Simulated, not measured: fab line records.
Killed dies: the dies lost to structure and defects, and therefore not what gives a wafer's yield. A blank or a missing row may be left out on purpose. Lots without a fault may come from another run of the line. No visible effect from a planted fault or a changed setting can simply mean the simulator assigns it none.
fab line records ; flow n5Finfet
record lots=7; wafers=39
route steps=1938 shown ZERO_LAYER@11 SD_EPI_N@288 SD_ACTIVATION@330 HKMG_FIN@401 MOL_CONTACT_COAG@547 BEOL_M0_SAQP@672
startH: hours from the record's first day to the start of the lot's first wafer shown ; waitH: hours since the lot's step before ; " unchanged from the row above ; L1.1+2: one row covering several wafers at once ; - no value, or no start given ; * or withheld: withheld ; < > ~ a bound
route shown NAME@n: a module of which the file shows steps, and the number in the route of the first ; usual: the fault-free wafers' mean and standard deviation ; same: alike in all rows ; chamber/n: place in a boat ; sites: per-site readings ; _std_site: standard deviation across them ; _edge_site: outer sites' mean less inner sites' ; radiusMm: how far each site lies from the wafer's centre ; mask NAME#n: copy n ; behind: the most recent tool/chamber to have shaped the wafer ; hold: why the lot went on hold/how many hours it stayed there/how the hold came to an end ; device: transistor that didn't switch, given as n, p or np ; end of line: tests of these same wafers at the route's end ; a step with no rows: only its recipe ; killed: not the wafer's yield, but the dies lost to structure and defects at the first sort ; map: a wafer's dies, marking killed ones x, the rest . and places with no die _
set.NAME: the setting the step ran with; set.NAME@STEP: the setting that earlier step ran with ; model.NAME: the simulator's own value behind a step, which no gauge read
lots with deliberately changed settings; one table per step, one row per wafer
## steps
# step N5_ZERO_LAYER_DEVELOP_10
# recipe developTimeS=60; rinseLiquid=diw; dry=airSpin; devTempC=21
lot.wafer;tool;chamber;startH;waitH;set.developTimeS
L074.1+2+3;lithoTrack-01;0;-;-;31.01
L074.4+5+6;lithoTrack-01;0;-;-;60
L076.1+3+5;lithoTrack-04;0;-;-;84.51
L076.2+4+6;lithoTrack-04;0;-;-;60
L082.1+4+6;lithoTrack-03;0;-;-;60
L086.1+2+3+4+5+6;lithoTrack-04;0;-;-;60
L088.1+2+3+4+5+6;lithoTrack-04;0;-;-;60
L094.1+3+5;lithoTrack-04;0;-;-;60
L094.2+4+6;lithoTrack-04;0;-;-;83.07
L095.1+3+4;lithoTrack-04;0;-;-;49.73
L095.2+5+6;lithoTrack-04;0;-;-;60
# step N5_ZERO_LAYER_HARDBAKE_23
# recipe tempC=130; timeS=120
# step N5_ZERO_LAYER_CD_MEAS_11
# recipe targetCdNm=2000; landingEnergyEv=500; detector=seInlens
# usual cdNm=2001.2/1.9
lot.wafer;tool;chamber;startH;waitH;set.developTimeS@ZERO_LAYER_DEVELOP_10;cdNm
L074.1;cdSem-03;0;12.65;-;31.01;1986.9
L074.2;cdSem-03;0;12.65;-;31.01;1985.6
L074.3;cdSem-03;0;12.65;-;31.01;1986.7
L074.4;cdSem-03;0;12.65;-;60;2001.8
L074.5;cdSem-03;0;12.65;-;60;2000.5
L074.6;cdSem-03;0;12.65;-;60;2001.8
L076.1;cdSem-02;0;24.77;-;84.51;2008.3
L076.2;cdSem-02;0;24.77;-;60;1999.7
L076.3;cdSem-02;0;24.77;-;84.51;2012.0
L076.4;cdSem-02;0;24.77;-;60;2002.4
L076.5;cdSem-02;0;24.77;-;84.51;2011.7
L076.6;cdSem-02;0;24.77;-;60;2001.0
L082.1;cdSem-02;0;60.64;-;60;1998.4
L082.4;cdSem-02;0;60.64;-;60;2000.3
L082.6;cdSem-02;0;60.64;-;60;2001.2
L086.1;cdSem-02;0;84.77;-;60;2002.2
L086.2;cdSem-02;0;84.77;-;60;1998.0
L086.3;cdSem-02;0;84.77;-;60;1999.0
L086.4;cdSem-02;0;84.77;-;60;2001.1
L086.5;cdSem-02;0;84.77;-;60;2000.3
L086.6;cdSem-02;0;84.77;-;60;1998.1
L088.1;cdSem-03;0;96.77;-;60;2003.3
L088.2;cdSem-03;0;96.77;-;60;2005.6
L088.3;cdSem-03;0;96.77;-;60;2000.2
L088.4;cdSem-03;0;96.77;-;60;2002.6
L088.5;cdSem-03;0;96.77;-;60;2003.2
L088.6;cdSem-03;0;96.77;-;60;2001.9
L094.1;cdSem-03;0;132.77;-;60;2000.2
L094.2;cdSem-03;0;132.77;-;83.07;2007.2
L094.3;cdSem-03;0;132.77;-;60;1997.4
L094.4;cdSem-03;0;132.77;-;83.07;2005.4
L094.5;cdSem-03;0;132.77;-;60;1998.9
L094.6;cdSem-03;0;132.77;-;83.07;2003.5
L095.1;cdSem-01;0;138.77;-;49.73;1996.7
L095.2;cdSem-01;0;138.77;-;60;2003.5
L095.3;cdSem-01;0;138.77;-;49.73;1998.1
L095.4;cdSem-01;0;138.77;-;49.73;2000.0
L095.5;cdSem-01;0;138.77;-;60;1998.5
L095.6;cdSem-01;0;138.77;-;60;2000.5
# step N5_ZERO_LAYER_DESCUM_16
# recipe chemistry=O2; timeS=7.9; sourcePowerW=50; biasPowerW=20; pressureMtorr=20; rfFrequencyHz=2.712e+07; tempC=40; o2FlowSccm=225
lot.wafer;tool;chamber;startH;waitH;set.developTimeS@ZERO_LAYER_DEVELOP_10;model.ZERO_LAYER.cdNm
L074.1+3;rieDiel-05;3,1;12.69;0.0;31.01;1987
L074.2;rieDiel-05;0;12.69;0.0;31.01;1986
L074.4+6;rieDiel-05;2;12.69;0.0;60;2002
L074.5;rieDiel-05;3;12.69;0.0;60;2001
L076.1;rieDiel-02;1;24.80;0.0;84.51;2008
L076.2;rieDiel-02;3;24.80;0.0;60;1999
L076.3+5;rieDiel-02;0;24.80;0.0;84.51;2012
L076.4;rieDiel-02;2;24.80;0.0;60;2002
L076.6;rieDiel-02;1;24.80;0.0;60;2001
L082.1;rieDiel-05;1;60.68;0.0;60;1999
L082.4+6;rieDiel-05;3;60.68;0.0;60;2001
L086.1;rieDiel-01;3;84.80;0.0;60;2002
L086.2+6;rieDiel-01;1;84.80;0.0;60;1998
L086.3;rieDiel-01;0;84.80;0.0;60;1999
L086.4;rieDiel-01;2;84.80;0.0;60;2001
L086.5;rieDiel-01;2;84.80;0.0;60;2000
L088.1+4+5;rieDiel-02;1,3,2;96.92;0.2;60;2003
L088.2;rieDiel-02;2;96.92;0.2;60;2005
L088.3;rieDiel-02;0;96.92;0.2;60;2000
L088.6;rieDiel-02;3;96.92;0.2;60;2002
L094.1;rieDiel-01;1;132.80;0.0;60;2000
L094.2;rieDiel-01;0;132.80;0.0;83.07;2007
L094.3;rieDiel-01;3;132.80;0.0;60;1997
L094.4;rieDiel-01;2;132.80;0.0;83.07;2005
L094.5;rieDiel-01;2;132.80;0.0;60;1999
L094.6;rieDiel-01;3;132.80;0.0;83.07;2004
L095.1;rieDiel-05;2;138.84;0.1;49.73;1996
L095.2;rieDiel-05;0;138.84;0.1;60;2003
L095.3;rieDiel-05;1;138.84;0.1;49.73;1998
L095.4;rieDiel-05;3;138.84;0.1;49.73;2000
L095.5;rieDiel-05;3;138.84;0.1;60;1999
L095.6;rieDiel-05;0;138.84;0.1;60;2001
# step N5_SD_EPI_N_EPI_21
# recipe material=Si:P; dopant=P; tempC=680; pressureTorr=255; timeS=690
lot.wafer;tool;chamber;startH;waitH;set.epiGrowthTimeS;model.Si-P_of_SD_EPI_N_EPI_21.thkNm
L074.1;epiRpcvd-04;0;51.03;0.1;690;59.6
L074.2;epiRpcvd-04;0;51.03;0.1;690;59
L074.3;epiRpcvd-04;0;51.03;0.1;803.3;65.6
L074.4;epiRpcvd-04;0;51.03;0.1;690;59.2
L074.5;epiRpcvd-04;0;51.03;0.1;803.3;66
L074.6;epiRpcvd-04;0;51.03;0.1;803.3;66.2
L076.1+5;epiRpcvd-01;0;65.02;0.2;690;59.6
L076.2;epiRpcvd-01;0;65.02;0.2;1013;78
L076.3;epiRpcvd-01;0;65.02;0.2;1013;79.2
L076.4;epiRpcvd-01;0;65.02;0.2;1013;79.8
L076.6;epiRpcvd-01;0;65.02;0.2;690;60
L082.1;epiRpcvd-04;0;100.84;0.3;690;60
L082.4;epiRpcvd-04;0;102.33;1.6;690;59.4
L082.6;epiRpcvd-04;0;103.33;2.5;690;58.8
L086.1;epiRpcvd-02;0;123.84;0.1;371.3;34.6
L086.2;epiRpcvd-02;0;123.84;0.1;371.3;34
L086.3;epiRpcvd-02;0;123.84;0.1;371.3;34.4
L086.4;epiRpcvd-02;0;123.84;0.1;690;59.6
L086.5;epiRpcvd-02;0;123.84;0.1;690;59.2
L086.6;epiRpcvd-02;0;123.84;0.1;690;59
L088.1;epiRpcvd-04;0;135.78;0.3;690;57.6
L088.2;epiRpcvd-04;0;135.78;0.3;569.2;51
L088.3;epiRpcvd-04;0;135.78;0.3;569.2;51.4
L088.4+6;epiRpcvd-04;0;135.78;0.3;690;58.4
L088.5;epiRpcvd-04;0;135.78;0.3;569.2;51.6
L094.1;epiRpcvd-04;0;171.50;0.3;930.7;73.4
L094.2+5;epiRpcvd-04;0;171.50;0.3;690;59
L094.3;epiRpcvd-04;0;171.50;0.3;930.7;72.2
L094.4;epiRpcvd-04;0;171.50;0.3;930.7;72.4
L094.6;epiRpcvd-04;0;171.50;0.3;690;58
L095.1;epiRpcvd-02;0;177.38;0.1;690;59.2
L095.2;epiRpcvd-02;0;177.38;0.1;690;58.8
L095.3+4+5+6;epiRpcvd-02;0;177.38;0.1;690;59.4
# step N5_SD_EPI_N_EPI_MEAS_23
# recipe mode=xrd
# usual thkNm=58.9/1.1
lot.wafer;tool;chamber;startH;waitH;set.epiGrowthTimeS@SD_EPI_N_EPI_21;thkNm
L074.1;filmMetro-01;-;52.75;1.4;690;59.5
L074.2;filmMetro-01;-;52.75;1.4;690;59.3
L074.3;filmMetro-01;-;52.75;1.4;803.3;65.1
L074.4;filmMetro-01;-;52.75;1.4;690;59.9
L074.5;filmMetro-01;-;52.75;1.4;803.3;65.5
L074.6;filmMetro-01;-;52.75;1.4;803.3;68.0
L076.1;filmMetro-02;-;67.31;1.9;690;61.0
L076.2;filmMetro-02;-;67.31;1.9;1013;78.8
L076.3;filmMetro-02;-;67.31;1.9;1013;80.0
L076.4;filmMetro-02;-;67.31;1.9;1013;79.3
L076.5;filmMetro-02;-;67.31;1.9;690;59.2
L076.6;filmMetro-02;-;67.31;1.9;690;59.2
L082.1;filmMetro-01;-;103.86;2.5;690;59.6
L082.4;filmMetro-01;-;103.86;2.5;690;59.1
L082.6;filmMetro-01;-;103.86;2.5;690;59.3
L086.1;filmMetro-02;-;125.55;1.4;371.3;35.1
L086.2;filmMetro-02;-;125.55;1.4;371.3;33.6
L086.3;filmMetro-02;-;125.55;1.4;371.3;35.7
L086.4;filmMetro-02;-;125.55;1.4;690;58.7
L086.5;filmMetro-02;-;125.55;1.4;690;58.9
L086.6;filmMetro-02;-;125.55;1.4;690;57.5
L088.1;filmMetro-02;-;138.80;2.5;690;57.4
L088.2;filmMetro-02;-;138.80;2.5;569.2;51.0
L088.3;filmMetro-02;-;138.80;2.5;569.2;51.2
L088.4;filmMetro-02;-;138.80;2.5;690;57.4
L088.5;filmMetro-02;-;138.80;2.5;569.2;52.6
L088.6;filmMetro-02;-;138.80;2.5;690;58.4
L094.1;filmMetro-02;-;174.52;2.5;930.7;74.7
L094.2;filmMetro-02;-;174.52;2.5;690;57.5
L094.3;filmMetro-02;-;174.52;2.5;930.7;70.9
L094.4;filmMetro-02;-;174.52;2.5;930.7;71.7
L094.5;filmMetro-02;-;174.52;2.5;690;58.5
L094.6;filmMetro-02;-;174.52;2.5;690;56.9
L095.1;filmMetro-02;-;179.09;1.4;690;59.7
L095.2;filmMetro-02;-;179.09;1.4;690;59.0
L095.3;filmMetro-02;-;179.09;1.4;690;58.5
L095.4;filmMetro-02;-;179.09;1.4;690;59.0
L095.5;filmMetro-02;-;179.09;1.4;690;59.9
L095.6;filmMetro-02;-;179.09;1.4;690;60.4
# step N5_SD_EPI_N_PRECLEAN_24
# recipe chemistry=O3/DIW; timeS=60; tempC=22; o3Ppm=10
# step N5_SD_EPI_N_SRD_25
# recipe timeS=30; tempC=23; rinseLiquid=diw; dry=ipaMarangoni
# step N5_SD_ACTIVATION_RTA_00
# recipe tempC=975; timeS=0; ambient=N2; idleTempC=600; rampUpCPerS=150; rampDownCPerS=60; coolToC=600
# step N5_SD_ACTIVATION_LSA_01
# recipe tempC=1080; timeS=0.0008; ambient=N2
# step N5_SD_ACTIVATION_RS_MEAS_03
# recipe thkMeasGauge=four-point-probe
# usual RS_SD_N=21.92/0.25; RS_SD_P=56.0/0.86
lot.wafer;tool;chamber;startH;waitH;set.epiGrowthTimeS@SD_EPI_N_EPI_21;RS_SD_N[ohm/sq];RS_SD_P[ohm/sq]
L074.1;filmMetro-02;-;59.02;0.2;690;21.61;55.3
L074.2;filmMetro-02;-;59.02;0.2;690;21.79;55.4
L074.3;filmMetro-02;-;59.02;0.2;803.3;19.60;55.6
L074.4;filmMetro-02;-;59.02;0.2;690;21.87;55.5
L074.5;filmMetro-02;-;59.02;0.2;803.3;19.70;54.8
L074.6;filmMetro-02;-;59.02;0.2;803.3;19.45;55.2
L076.1;filmMetro-02;-;73.23;0.2;690;21.56;55.8
L076.2;filmMetro-02;-;73.23;0.2;1013;16.46;55.5
L076.3;filmMetro-02;-;73.23;0.2;1013;16.46;55.8
L076.4;filmMetro-02;-;73.23;0.2;1013;16.18;55.1
L076.5;filmMetro-02;-;73.23;0.2;690;21.76;55.5
L076.6;filmMetro-02;-;73.23;0.2;690;21.68;55.0
L082.1;filmMetro-02;-;109.07;0.2;690;21.55;55.3
L082.4;filmMetro-02;-;109.07;0.2;690;21.78;54.9
L082.6;filmMetro-02;-;109.07;0.2;690;21.80;54.8
L086.1;filmMetro-01;-;132.94;0.2;371.3;37.15;55.9
L086.2;filmMetro-01;-;132.94;0.2;371.3;38.04;54.5
L086.3;filmMetro-01;-;132.94;0.2;371.3;37.60;54.5
L086.4;filmMetro-01;-;132.94;0.2;690;21.57;55.3
L086.5;filmMetro-01;-;132.94;0.2;690;21.49;56.0
L086.6;filmMetro-01;-;132.94;0.2;690;21.69;55.2
L088.1;filmMetro-02;-;147.52;0.2;690;22.48;56.1
L088.2;filmMetro-02;-;147.52;0.2;569.2;25.30;55.3
L088.3;filmMetro-02;-;147.52;0.2;569.2;25.17;56.1
L088.4;filmMetro-02;-;147.52;0.2;690;22.24;55.7
L088.5;filmMetro-02;-;147.52;0.2;569.2;25.16;56.0
L088.6;filmMetro-02;-;147.52;0.2;690;22.21;55.9
L094.1;filmMetro-02;-;183.03;0.2;930.7;17.70;56.3
L094.2;filmMetro-02;-;183.03;0.2;690;21.76;55.8
L094.3;filmMetro-02;-;183.03;0.2;930.7;17.88;56.4
L094.4;filmMetro-02;-;183.03;0.2;930.7;17.68;56.1
L094.5;filmMetro-02;-;183.03;0.2;690;21.99;56.3
L094.6;filmMetro-02;-;183.03;0.2;690;22.37;56.3
L095.1;filmMetro-02;-;185.20;0.2;690;21.74;55.8
L095.2;filmMetro-02;-;185.20;0.2;690;21.86;55.9
L095.3;filmMetro-02;-;185.20;0.2;690;21.67;55.8
L095.4;filmMetro-02;-;185.20;0.2;690;21.59;56.3
L095.5;filmMetro-02;-;185.20;0.2;690;21.82;56.9
L095.6;filmMetro-02;-;185.20;0.2;690;21.67;56.8
# step N5_HKMG_FIN_DESCUM_53
# recipe chemistry=O2; timeS=7.9; sourcePowerW=50; biasPowerW=20; pressureMtorr=20; rfFrequencyHz=2.712e+07; tempC=40; resist=CAR-ArF; o2FlowSccm=225
lot.wafer;tool;chamber;startH;waitH;set.timeS;model.CAR-ArF_of_HKMG_FIN_COAT_43.thkNm
L074.1+4;rieDiel-04;0,3;72.34;0.0;7.9;83.6
L074.2+5+6;rieDiel-04;2,3,0;72.34;0.0;7.9;83.4
L074.3;rieDiel-04;1;72.34;0.0;7.9;83.2
L076.1+2;rieDiel-03;2,0;87.71;0.0;4.109;86.2
L076.3;rieDiel-03;1;87.71;0.0;7.9;83.6
L076.4;rieDiel-03;3;87.71;0.0;4.109;85.8
L076.5;rieDiel-03;2;87.71;0.0;7.9;83.8
L076.6;rieDiel-03;1;87.71;0.0;7.9;84
L082.1+4;rieDiel-03;3,0;122.14;0.2;7.9;83.8
L082.6;rieDiel-03;0;122.14;0.2;7.9;83.6
L086.1+5;rieDiel-04;3;145.78;0.0;7.9;83.2
L086.2+4+6;rieDiel-04;1,1,0;145.78;0.0;12.11;80.6
L086.3;rieDiel-04;0;145.78;0.0;7.9;83.4
L088.1;rieDiel-03;0;160.76;0.0;7.9;83.2
L088.2+4+6;rieDiel-03;2,3,0;160.76;0.0;10.76;81.6
L088.3;rieDiel-03;1;160.76;0.0;7.9;83.8
L088.5;rieDiel-03;3;160.76;0.0;7.9;83.4
L094.1+2+3;rieDiel-04;2,1,0;196.42;0.0;7.9;83.2
L094.4;rieDiel-04;3;196.42;0.0;7.9;83.4
L094.5;rieDiel-04;0;196.42;0.0;7.9;83.6
L094.6;rieDiel-04;1;196.42;0.0;7.9;83
L095.1+2;rieDiel-03;3,0;198.60;0.1;7.9;83.2
L095.3+4+5;rieDiel-03;1,2,1;198.60;0.1;11.59;81
L095.6;rieDiel-03;2;198.60;0.1;7.9;83.4
# step N5_HKMG_FIN_ETCH_54
# recipe chemistry=CF4; target=SiARC; targetDepthA=455; maskMaterial=CAR-ArF; timeS=75.8; ionEnergyEv=80; pressureMtorr=40; sourceW=545; biasW=36; Ar_flow_sccm=100; cf4FlowSccm=100; ends=cleared
lot.wafer;tool;chamber;startH;waitH;set.timeS@HKMG_FIN_DESCUM_53;model.CAR-ArF_of_HKMG_FIN_COAT_43.thkNm
L074.1;rieDiel-04;0;72.37;0.0;7.9;51
L074.2+4+6;rieDiel-04;2,3,0;72.37;0.0;7.9;50.8
L074.3;rieDiel-04;1;72.37;0.0;7.9;50.4
L074.5;rieDiel-04;3;72.37;0.0;7.9;50.6
L076.1;rieDiel-03;2;87.75;0.0;4.109;53.6
L076.2;rieDiel-03;0;87.75;0.0;4.109;53.8
L076.3+5;rieDiel-03;1,2;87.75;0.0;7.9;51.2
L076.4;rieDiel-03;3;87.75;0.0;4.109;53.2
L076.6;rieDiel-03;1;87.75;0.0;7.9;51.6
L082.1;rieDiel-03;3;122.17;0.0;7.9;51.2
L082.4+6;rieDiel-03;0;122.17;0.0;7.9;51
L086.1+5;rieDiel-04;3;145.81;0.0;7.9;50.6
L086.2+4+6;rieDiel-04;1,1,0;145.81;0.0;12.11;48
L086.3;rieDiel-04;0;145.81;0.0;7.9;50.8
L088.1;rieDiel-03;0;160.79;0.0;7.9;50.6
L088.2+4+6;rieDiel-03;2,3,0;160.79;0.0;10.76;49
L088.3;rieDiel-03;1;160.79;0.0;7.9;51
L088.5;rieDiel-03;3;160.79;0.0;7.9;50.8
L094.1+2+4;rieDiel-04;2,1,3;196.46;0.0;7.9;50.8
L094.3;rieDiel-04;0;196.46;0.0;7.9;50.6
L094.5;rieDiel-04;0;196.46;0.0;7.9;51
L094.6;rieDiel-04;1;196.46;0.0;7.9;50.4
L095.1+6;rieDiel-03;3,2;198.63;0.0;7.9;50.6
L095.2;rieDiel-03;0;198.63;0.0;7.9;50.4
L095.3+4+5;rieDiel-03;1,2,1;198.63;0.0;11.59;48.4
# step N5_MOL_CONTACT_COAG_SPUTTER_143
# recipe material=Co; targetThkA=25; tempC=25; chamberPressurePa=0.2
lot.wafer;tool;chamber;startH;waitH;set.targetThkA;model.Co_of_MOL_CONTACT_COAG_SPUTTER_143.thkNm
L074.1+5;pvdSputter-03;-;94.60;0.0;13.64;1.4
L074.2+3;pvdSputter-03;-;94.60;0.0;25;2.4
L074.4;pvdSputter-03;-;94.60;0.0;13.64;1.2
L074.6;pvdSputter-03;-;94.60;0.0;25;2.6
L076.1+3;pvdSputter-03;-;106.65;0.0;25;2.6
L076.2;pvdSputter-03;-;106.65;0.0;25;2.8
L076.4+5;pvdSputter-03;-;106.65;0.0;35.35;3.8
L076.6;pvdSputter-03;-;106.65;0.0;35.35;3.6
L082.1+4+6;pvdSputter-03;-;142.05;0.0;25;2.6
L086.1+6;pvdSputter-01;-;164.91;0.0;18.68;1.8
L086.2;pvdSputter-01;-;164.91;0.0;18.68;2
L086.3+4;pvdSputter-01;-;164.91;0.0;25;2.4
L086.5;pvdSputter-01;-;164.91;0.0;25;2.6
L088.1+2+4;pvdSputter-02;-;180.47;0.0;21.07;2.2
L088.3+5+6;pvdSputter-02;-;180.47;0.0;25;2.6
L094.1+2;pvdSputter-02;-;214.68;0.0;33.19;3.6
L094.3+5+6;pvdSputter-02;-;214.68;0.0;25;2.8
L094.4;pvdSputter-02;-;214.68;0.0;33.19;3.4
L095.1+5+6;pvdSputter-02;-;216.70;0.0;25;2.6
L095.2+3+4;pvdSputter-02;-;216.70;0.0;10.06;1
# step N5_BEOL_M0_SAQP_ETCH_106
# recipe chemistry=N2/H2; target=SOC; targetDepthA=1500; stopOn=SiNx; ionEnergyEv=100; biasW=61; pressureMtorr=30; sourceW=850; n2FlowSccm=200; h2FlowSccm=200
lot.wafer;tool;chamber;startH;waitH;set.targetDepthA;model.SOC_of_BEOL_M0_SAQP_COAT_105.thkNm
L074.1;rieDiel-05;3;114.01;-;1500;22.2
L074.2;rieDiel-05;0;114.01;-;1500;25.4
L074.3;rieDiel-05;2;114.01;-;1500;21.6
L074.4;rieDiel-05;3;114.01;-;1500;23.2
L074.5;rieDiel-05;0;114.01;-;1500;26
L074.6;rieDiel-05;2;114.01;-;1500;21.4
L076.1+5;rieDiel-01;1;125.65;-;841.5;57.4
L076.2;rieDiel-01;2;125.65;-;841.5;57.8
L076.3;rieDiel-01;3;125.65;-;1500;23.8
L076.4;rieDiel-01;0;125.65;-;1500;24.6
L076.6;rieDiel-01;2;125.65;-;1500;24.4
L082.1;rieDiel-05;3;160.83;-;1500;23.2
L082.4;rieDiel-05;2;160.83;-;1500;22.2
L082.6;rieDiel-05;0;160.83;-;1500;26.6
L086.1;rieDiel-02;1;183.91;-;1500;23.4
L086.2;rieDiel-02;3;183.91;-;893.8;53.2
L086.3;rieDiel-02;0;183.91;-;1500;27.2
L086.4;rieDiel-02;1;183.91;-;1500;24
L086.5;rieDiel-02;3;183.91;-;893.8;53.8
L086.6;rieDiel-02;0;183.91;-;893.8;56.6
L088.1;rieDiel-05;0;203.55;-;1500;27.2
L088.2;rieDiel-05;3;203.55;-;1500;24.6
L088.3+4;rieDiel-05;1,2;203.55;-;752.9;61.8
L088.5;rieDiel-05;3;203.55;-;1500;25.6
L088.6;rieDiel-05;2;203.55;-;752.9;61.6
L094.1;rieDiel-02;0;234.31;-;1873;9
L094.2;rieDiel-02;3;234.31;-;1500;21.4
L094.3;rieDiel-02;1;234.31;-;1873;4.6
L094.4;rieDiel-02;2;234.31;-;1500;25.8
L094.5;rieDiel-02;3;234.31;-;1500;21.6
L094.6;rieDiel-02;0;234.31;-;1873;8.8
L095.1;rieDiel-05;2;238.08;-;1500;22.2
L095.2+3+6;rieDiel-05;1,0,2;238.08;-;2109;0
L095.4;rieDiel-05;1;238.08;-;1500;23.6
L095.5;rieDiel-05;0;238.08;-;1500;27
# step N5_BEOL_M0_SAQP_ETCH_107
# recipe chemistry=CH3F/O2; target=SiNx; targetDepthA=300; maskMaterial=SOC; pressureMtorr=30; sourceW=395; biasW=73; Ar_flow_sccm=150; CH3F_flow_sccm=30; O2_flow_sccm=20; ionEnergyEv=120
lot.wafer;tool;chamber;startH;waitH;set.targetDepthA@BEOL_M0_SAQP_ETCH_106;model.SOC_of_BEOL_M0_SAQP_COAT_105.thkNm
L074.1;rieDiel-05;3;114.07;0.0;1500;11.4
L074.2;rieDiel-05;0;114.07;0.0;1500;14.8
L074.3;rieDiel-05;2;114.07;0.0;1500;10.6
L074.4;rieDiel-05;3;114.07;0.0;1500;12.2
L074.5;rieDiel-05;0;114.07;0.0;1500;15.2
L074.6;rieDiel-05;2;114.07;0.0;1500;10.4
L076.1;rieDiel-01;1;125.71;0.0;841.5;46.6
L076.2;rieDiel-01;2;125.71;0.0;841.5;47
L076.3;rieDiel-01;3;125.71;0.0;1500;12.8
L076.4+6;rieDiel-01;0,2;125.71;0.0;1500;13.6
L076.5;rieDiel-01;1;125.71;0.0;841.5;46.4
L082.1;rieDiel-05;3;160.89;0.0;1500;12.4
L082.4;rieDiel-05;2;160.89;0.0;1500;11.4
L082.6;rieDiel-05;0;160.89;0.0;1500;16
L086.1;rieDiel-02;1;183.97;0.0;1500;12.6
L086.2;rieDiel-02;3;183.97;0.0;893.8;42
L086.3;rieDiel-02;0;183.97;0.0;1500;16.4
L086.4;rieDiel-02;1;183.97;0.0;1500;12.8
L086.5;rieDiel-02;3;183.97;0.0;893.8;42.8
L086.6;rieDiel-02;0;183.97;0.0;893.8;45.8
L088.1;rieDiel-05;0;203.61;0.0;1500;16.6
L088.2;rieDiel-05;3;203.61;0.0;1500;14
L088.3+4;rieDiel-05;1,2;203.61;0.0;752.9;51.2
L088.5;rieDiel-05;3;203.61;0.0;1500;15
L088.6;rieDiel-05;2;203.61;0.0;752.9;50.8
L094.1+3+6;rieDiel-02;0,1,0;234.37;0.0;1873;0
L094.2+5;rieDiel-02;3;234.37;0.0;1500;10.4
L094.4;rieDiel-02;2;234.37;0.0;1500;15
L095.1;rieDiel-05;2;238.14;0.0;1500;11.4
L095.2+3+6;rieDiel-05;1,0,2;238.14;0.0;2109;0
L095.4;rieDiel-05;1;238.14;0.0;1500;12.8
L095.5;rieDiel-05;0;238.14;0.0;1500;16.2
## key
split step=N5_ZERO_LAYER_DEVELOP_10; setting=developTimeS; stated=60; by=wafer
response step=N5_ZERO_LAYER_CD_MEAS_11; reading=cdNm; change=+0.245; per=1%; r=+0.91
response step=N5_ZERO_LAYER_DESCUM_16; reading=model.ZERO_LAYER.cdNm; change=+0.246; per=1%; r=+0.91
split step=N5_SD_EPI_N_EPI_21; setting=epiGrowthTimeS; stated=690; by=wafer
response step=N5_SD_EPI_N_EPI_21; reading=model.Si-P_of_SD_EPI_N_EPI_21.thkNm; change=+0.453; per=1%; r=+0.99
response step=N5_SD_EPI_N_EPI_MEAS_23; reading=thkNm; change=*; per=1%; r=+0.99
response step=N5_SD_ACTIVATION_RS_MEAS_03; reading=RS_SD_N; shape=bent; atLowest=37.60; atStated=21.81; atHighest=16.37
split step=N5_HKMG_FIN_DESCUM_53; setting=timeS; stated=7.9; by=wafer
response step=N5_HKMG_FIN_DESCUM_53; reading=model.CAR-ArF_of_HKMG_FIN_COAT_43.thkNm; change=-0.0491; per=1%; r=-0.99
response step=N5_HKMG_FIN_ETCH_54; reading=model.CAR-ArF_of_HKMG_FIN_COAT_43.thkNm; change=-0.0478; per=1%; r=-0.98
split step=N5_MOL_CONTACT_COAG_SPUTTER_143; setting=targetThkA; stated=25; by=wafer
response step=N5_MOL_CONTACT_COAG_SPUTTER_143; reading=model.Co_of_MOL_CONTACT_COAG_SPUTTER_143.thkNm; change=+0.0254; per=1%; r=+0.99
split step=N5_BEOL_M0_SAQP_ETCH_106; setting=targetDepthA; stated=1500; by=wafer
response step=N5_BEOL_M0_SAQP_ETCH_106; reading=model.SOC_of_BEOL_M0_SAQP_COAT_105.thkNm; change=-0.7; per=1%; r=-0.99
response step=N5_BEOL_M0_SAQP_ETCH_107; reading=model.SOC_of_BEOL_M0_SAQP_COAT_105.thkNm; change=-0.637; per=1%; r=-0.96
